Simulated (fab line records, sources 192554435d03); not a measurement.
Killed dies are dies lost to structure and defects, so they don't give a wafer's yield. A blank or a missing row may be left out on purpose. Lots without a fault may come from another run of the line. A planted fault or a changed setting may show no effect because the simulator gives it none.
Chamber matching | flow n5_finfet | N5_BEOL_M0_SAQP_ETCH_84 on rie_diel-03: 4 sister chambers
The step etches SOC in N2/H2, target depth 100 nm, overetch 20 nm, time 150 s. 4 wafers are shown with their chamber, then 11 later ones without.

WAFERS WITH THEIR CHAMBER
wafer  | chamber | throttle_valve_pct (%)
L084.3 | 1       | 17.95
L084.5 | 2       | 17.75
L084.6 | 3       | 18.10
L087.3 | 0       | 17.57

WAFERS WITHOUT THEIR CHAMBER
wafer  | throttle_valve_pct (%)
L087.4 | 17.78
L087.6 | 17.76
L090.1 | 17.98
L090.2 | 18.13
L090.4 | 17.56
L093.1 | 17.78
L093.2 | 17.59
L093.5 | 18.14
L096.3 | 18.15
L096.5 | 17.61
L096.6 | 17.99

WHICH CHAMBER EACH WENT THROUGH
wafer  | from the rows above | in truth
L087.4 | 2                   | 2
L087.6 | 2                   | 2
L090.1 | 1                   | 1
L090.2 | 3                   | 3
L090.4 | 0                   | 0
L093.1 | 2                   | 2
L093.2 | 0                   | 0
L093.5 | 3                   | 3
L096.3 | 3                   | 3
L096.5 | 0                   | 0
L096.6 | 1                   | 1
Placed correctly: 11 of 11. Can't be placed from these rows: 0. Placed wrongly: 0.
How it was worked out, from the rows above alone: a wafer's distance from a chamber is the root of the sum, over the readings, of the square of ((its reading less the chamber's mean) divided by the reading's scatter). The wafer belongs to the nearest chamber; if the next one is less than 2 further off, it can't be placed. A chamber's mean is the mean of its shown wafers. The scatter: with one shown wafer a chamber, the root of the mean of the squares of how far each hidden wafer lies from its nearest shown one.
